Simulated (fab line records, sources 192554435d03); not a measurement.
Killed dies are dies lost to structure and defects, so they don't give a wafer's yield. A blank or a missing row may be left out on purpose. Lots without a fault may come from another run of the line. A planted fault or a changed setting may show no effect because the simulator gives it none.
Which tool did it? | flow n5_finfet | 24 lots, 72 wafers sampled, at 3 steps of a route of 1938

WHAT THE GAUGES READ, wafer by wafer
N5_START_INSPECT_01: inspects for defects (unpatterned scan). Usual: raw_defect_count 6.2, standard deviation 2.3.
lot  | measured    | on                | raw_defect_count | flag
L074 | day 1 12:02 | defect_inspect-02 | 7 9 8            |
L075 | day 1 18:02 | defect_inspect-02 | 7 8 4            |
L076 | day 2 00:02 | defect_inspect-02 | 3 7 7            |
L077 | day 2 06:02 | defect_inspect-01 | 9 8 3            |
L078 | day 2 12:02 | defect_inspect-01 | 6 9 5            |
L079 | day 2 18:02 | defect_inspect-02 | 5 4 2            |
L080 | day 3 00:02 | defect_inspect-01 | 7 4 7            |
L081 | day 3 06:02 | defect_inspect-01 | 4 9 6            |
L082 | day 3 12:02 | defect_inspect-02 | 4 4 6            |
L083 | day 3 18:02 | defect_inspect-01 | 3 9 8            |
L084 | day 4 00:02 | defect_inspect-01 | 8 7 3            |
L085 | day 4 06:02 | defect_inspect-01 | 11 5 6           |
L086 | day 4 12:02 | defect_inspect-02 | 8 5 7            |
L087 | day 4 18:02 | defect_inspect-02 | 7 7 6            |
L088 | day 5 00:02 | defect_inspect-02 | 6 3 7            |
L089 | day 5 06:02 | defect_inspect-02 | 8 4 12           |
L090 | day 5 12:02 | defect_inspect-02 | 11 8 6           |
L091 | day 5 18:02 | defect_inspect-02 | 3 9 10           |
L092 | day 6 00:02 | defect_inspect-02 | 4 2 8            |
L093 | day 6 06:02 | defect_inspect-01 | 7 7 5            |
L094 | day 6 12:02 | defect_inspect-01 | 4 2 5            |
L095 | day 6 18:02 | defect_inspect-01 | 5 7 5            |
L096 | day 7 00:02 | defect_inspect-01 | 4 7 9            |
L097 | day 7 06:02 | defect_inspect-02 | 1 8 2            |

N5_WELL_APT_CD_MEAS_08: target cd 200 nm. Usual: cd_nm 201.2 nm, standard deviation 2.2.
lot  | measured    | on        | cd_nm (nm)        | flag
L074 | day 1 13:52 | cd_sem-01 | 199.8 201.1 198.4 |
L075 | day 1 19:52 | cd_sem-02 | 199.2 199.1 200.7 |
L076 | day 2 02:08 | cd_sem-02 | 203.7 203.5 203.0 |
L077 | day 2 07:41 | cd_sem-02 | 200.3 199.0 201.7 |
L078 | day 2 13:49 | cd_sem-02 | 206.2 202.6 200.3 |
L079 | day 2 19:49 | cd_sem-03 | 204.3 201.0 207.0 |
L080 | day 3 01:41 | cd_sem-01 | 202.2 202.7 200.2 |
L081 | day 3 07:34 | cd_sem-01 | 204.0 202.0 199.5 |
L082 | day 3 13:49 | cd_sem-02 | 202.1 200.6 200.5 |
L083 | day 3 19:41 | cd_sem-03 | 203.7 199.5 204.9 |
L084 | day 4 01:41 | cd_sem-02 | 203.8 198.0 199.8 |
L085 | day 4 08:07 | cd_sem-01 | 198.9 201.9 199.4 |
L086 | day 4 13:41 | cd_sem-01 | 199.8 198.8 201.9 |
L087 | day 4 20:15 | cd_sem-03 | 197.6 203.1 197.6 |
L088 | day 5 02:02 | cd_sem-01 | 198.0 198.0 200.7 |
L089 | day 5 07:41 | cd_sem-02 | 202.3 200.1 203.5 |
L090 | day 5 14:19 | cd_sem-03 | 204.3 203.0 199.4 |
L091 | day 5 19:56 | cd_sem-01 | 202.1 197.9 200.3 |
L092 | day 6 01:41 | cd_sem-03 | 200.6 199.0 201.8 |
L093 | day 6 07:46 | cd_sem-01 | 203.1 199.2 203.8 |
L094 | day 6 13:41 | cd_sem-01 | 202.5 206.7 202.5 |
L095 | day 6 19:41 | cd_sem-03 | 198.8 202.2 198.6 |
L096 | day 7 01:49 | cd_sem-01 | 202.5 201.4 205.2 |
L097 | day 7 07:56 | cd_sem-02 | 197.4 198.7 197.7 |

N5_WELL_APT_INSPECT_27: inspects for defects (macro). Usual: raw_defect_count 2.2, standard deviation 1.6.
lot  | measured    | on                | raw_defect_count | flag
L074 | day 1 15:16 | defect_inspect-01 | 1 0 3            |
L075 | day 1 21:11 | defect_inspect-02 | 3 3 1            |
L076 | day 2 03:22 | defect_inspect-01 | 2 2 1            |
L077 | day 2 09:14 | defect_inspect-02 | 1 2 1            |
L078 | day 2 15:08 | defect_inspect-01 | 5 3 2            |
L079 | day 2 21:08 | defect_inspect-02 | 1 2 2            |
L080 | day 3 02:56 | defect_inspect-02 | 1 2 2            |
L081 | day 3 08:53 | defect_inspect-02 | 2 5 3            |
L082 | day 3 15:07 | defect_inspect-01 | 3 1 3            |
L083 | day 3 20:59 | defect_inspect-02 | 2 0 1            |
L084 | day 4 03:14 | defect_inspect-02 | 2 0 1            |
L085 | day 4 09:53 | defect_inspect-02 | 2 2 0            |
L086 | day 4 14:58 | defect_inspect-02 | 2 3 2            |
L087 | day 4 21:35 | defect_inspect-01 | 2 1 5            |
L088 | day 5 03:21 | defect_inspect-01 | 3 1 2            |
L089 | day 5 08:59 | defect_inspect-01 | 1 3 4            |
L090 | day 5 15:29 | defect_inspect-02 | 2 3 0            |
L091 | day 5 21:08 | defect_inspect-02 | 4 0 2            |
L092 | day 6 03:07 | defect_inspect-01 | 1 1 1            |
L093 | day 6 08:58 | defect_inspect-02 | 0 2 1            |
L094 | day 6 14:59 | defect_inspect-02 | 3 2 5            |
L095 | day 6 21:14 | defect_inspect-01 | 5 1 1            |
L096 | day 7 02:59 | defect_inspect-01 | 3 5 2            |
L097 | day 7 09:08 | defect_inspect-02 | 5 4 3            |

WHICH TOOL RAN EACH LOT (tool, then ch and the chambers of the sampled wafers, then the start)
The record holds no process step before these readings.

WHAT THE TOOLS THEMSELVES READ (means of the sampled wafers that have a number; where no wafer has one, the mark that the record gives instead)
The record holds no such reading with a usual standard deviation.

THE ANSWER, worked out from the rows above alone
Rule: a lot is off if the mean of its wafers that have a number lies more than 3 standard deviations from the usual mean. A lot without any number at a reading at which 4 lots or more have one is off too. The other lots that the step has rows for count as sound. The gauges are gone through in route order, then the tools' own readings, and for those a lot's mean is taken as printed above. The first step at which some lot is off is used, and at that step the reading that is off furthest; a lot without a number counts as furthest.
No lot is off at any reading shown: from this, nothing can be told.

WHAT THE SIMULATOR HAD PUT IN
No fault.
